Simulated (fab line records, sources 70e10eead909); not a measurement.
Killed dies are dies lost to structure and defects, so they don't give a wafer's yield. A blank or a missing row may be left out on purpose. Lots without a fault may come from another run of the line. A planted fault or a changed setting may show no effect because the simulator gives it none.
Chamber matching | flow nand_harc | NHARC_A_STAIRCASE_ETCH_292 on rie_diel-01: 4 sister chambers
The step etches the open film in CF4/CHF3. 4 wafers are shown with their chamber, then 7 later ones without.

WAFERS WITH THEIR CHAMBER
wafer  | chamber | showerhead_plenum_p_Torr (Torr)
L077.1 | 2       | 1.55
L086.3 | 1       | 1.56
L091.1 | 0       | 1.47
L091.4 | 3       | 1.55

WAFERS WITHOUT THEIR CHAMBER
wafer  | showerhead_plenum_p_Torr (Torr)
L091.5 | 1.54
L092.1 | 1.55
L092.3 | 1.55
L092.5 | 1.54
L095.3 | 1.47
L095.5 | 1.53
L095.6 | 1.54

WHICH CHAMBER EACH WENT THROUGH
wafer  | from the rows above          | in truth
L091.5 | can't be placed: 2 or 3 or 1 | 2
L092.1 | can't be placed: 2 or 3 or 1 | 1
L092.3 | can't be placed: 2 or 3 or 1 | 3
L092.5 | can't be placed: 2 or 3 or 1 | 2
L095.3 | 0                            | 0
L095.5 | can't be placed: 2 or 3 or 1 | 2
L095.6 | can't be placed: 2 or 3 or 1 | 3
Placed correctly: 1 of 7. Can't be placed from these rows: 6 (the true chamber is among the candidates in 6). Placed wrongly: 0.
How it was worked out, from the rows above alone: a wafer's distance from a chamber is the root of the sum, over the readings, of the square of ((its reading less the chamber's mean) divided by the reading's scatter). The wafer belongs to the nearest chamber; if the next one is less than 2 further off, it can't be placed. A chamber's mean is the mean of its shown wafers. The scatter: with one shown wafer a chamber, the root of the mean of the squares of how far each hidden wafer lies from its nearest shown one.
